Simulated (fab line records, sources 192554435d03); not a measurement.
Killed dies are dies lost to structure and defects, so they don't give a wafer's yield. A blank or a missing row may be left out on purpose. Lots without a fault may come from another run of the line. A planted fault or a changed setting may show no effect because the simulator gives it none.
A struck lot beside a sound one | flow n5_finfet | 37 steps out of a route of 1938
Sound: wafers L925.4, L925.5, L925.6. Struck: wafers L916.2, L916.4, L916.6. The cause comes at the end.
At each step with rows: each side's tool, then ch and its chambers, then its first start. Under that, the readings that differ: sound wafers | struck wafers | difference of the means | sigmas: that difference in standard deviations of wafers without a fault.
alike: readings whose means differ by less than 2 such deviations, and words and numbers that are the same on both sides. not compared: withheld readings, readings that some wafer has no value for, bounds like >300 that may hide the same value, and numbers for which the record gives no deviation and whose values overlap.
The two part at a step that has a row with sigmas, a row that says differs or no value, or rows on one side only. Numbers that don't overlap but have no deviation are shown without sigmas and don't part them. A reading that every wafer of one side lacks parts them only if that side has two wafers or more.

first, 8 steps without rows for these wafers: N5_BEOL_M5_ANNEAL_51 (time 90 s); N5_BEOL_M5_CMP_52 (polishes, stops on SiCOH lowk, t overpolish 6.9 s, target thk 62 nm); N5_BEOL_M5_PRE_CLEAN_77 (time 15 s); N5_BEOL_M5_CO_CAP_78 (material Co, precursor CCTBA/H2, target thk 2 nm, time 102.1 s); N5_BEOL_M5_PRE_CLEAN_55 (time 15 s); N5_BEOL_M5_DEP_56 (deposits SiCN from 3MS/NH3, target thk 8 nm, time 14 s); N5_BEOL_M6_ILD_DEP_00 (deposits SiCOH lowk from DEMS/porogen, target thk 179.75 nm, time 33.4 s); N5_BEOL_M6_CURE_74 (cures SiCOH lowk, time 240 s).
N5_BEOL_M6_PECVD_70: deposits SiO2 from TEOS/O2, target thk 20 nm, time 22.7 s.
  sound on pecvd-03 ch 0,1,2, day 13 14:24; struck on pecvd-03 ch 1,2, day 10 19:01
  alike: heater_power_w, showerhead_plenum_p_Torr, showerhead_vpp_V, throttle_valve_pct
then, 25 steps without rows for these wafers: N5_BEOL_M6_HM_DEP_02 (deposits TiN, target thk 20 nm); N5_BEOL_M6_COAT_59 (time 60 s, resist thk 100 nm); N5_BEOL_M6_COAT_60 (time 60 s, resist thk 35 nm); N5_BEOL_M6_COAT_05 (resist thk 90 nm); N5_BEOL_M6_EBR_07; N5_BEOL_M6_SOFTBAKE_06 (time 60 s); N5_BEOL_M6_EXPOSE_08 (exposes mask M6); N5_BEOL_M6_PEB_09 (peb time 60 s); N5_BEOL_M6_DEVELOP_10 (develop time 30 s); N5_BEOL_M6_DESCUM_16 (chemistry O2, time 7.9 s); N5_BEOL_M6_ETCH_61 (etches SiARC in CF4, target depth 45.5 nm, time 75.8 s); N5_BEOL_M6_ETCH_62 (etches SOC in N2/H2, target depth 110 nm, overetch 22 nm, time 165 s); N5_BEOL_M6_STRIP_68 (strips in N2/H2); N5_BEOL_M6_STRIP_67 (strips in CF4); N5_BEOL_M6_HM_OPEN_17 (chemistry Cl2/BCl3, target TiN, target depth 20 nm, overetch 6 nm); N5_BEOL_M6_STRIP_19 (strips in O2); N5_BEOL_M6_COAT_63 (time 60 s, resist thk 60 nm); N5_BEOL_M6_COAT_64 (time 60 s, resist thk 12 nm); N5_BEOL_M6_COAT_71 (time 60 s, resist thk 5 nm); N5_BEOL_M6_COAT_22 (resist thk 30 nm); N5_BEOL_M6_EBR_24; N5_BEOL_M6_SOFTBAKE_23 (time 60 s); N5_BEOL_M6_EXPOSE_25 (exposes mask V5, target cd 40 nm); N5_BEOL_M6_PEB_26 (peb time 60 s); N5_BEOL_M6_DEVELOP_27 (develop time 30 s).
N5_BEOL_M6_HM_STRIP_39: strips TiN in peroxide tin strip, target depth 25 nm, time 158 s.
  sound on wet_bench-04 ch 1,2,4, day 13 18:02; struck on wet_bench-04 ch 1,2,7, day 11 01:35
  reading                                    | sound          | struck         | difference | sigmas
  model.SiO2_of_BEOL_M6_PECVD_70.thk_nm (nm) | 19.8 19.8 19.6 | 40.2 39.8 40.8 | +20.5      |
N5_BEOL_M6_CMP_52: polishes, stops on SiCOH lowk, t overpolish 6.9 s, target thk 80 nm.
  sound on cmp-04 ch 0,1,3, day 13 21:09; struck on cmp-03 ch 0,2, day 11 04:24
  reading                      | sound             | struck            | difference | sigmas
  barrier_field_endpoint_s (s) | 29.9 30.9 29.6    | 46.8 46.8 46.9    | +16.7      | +20
  overpolish_run_s (s)         | 6.892 6.900 6.895 | 0.037 0.040 0.041 | -6.856     | -99 or more
  alike: motor_current_A, slurry_filter_dp_kPa, time_to_endpoint_s
then, 1 step without rows for these wafers: N5_PASSIVATION_PROBE_49.

WHERE THEY PART
Only at N5_BEOL_M6_CMP_52, within this record.

WHY: what the simulator had put in
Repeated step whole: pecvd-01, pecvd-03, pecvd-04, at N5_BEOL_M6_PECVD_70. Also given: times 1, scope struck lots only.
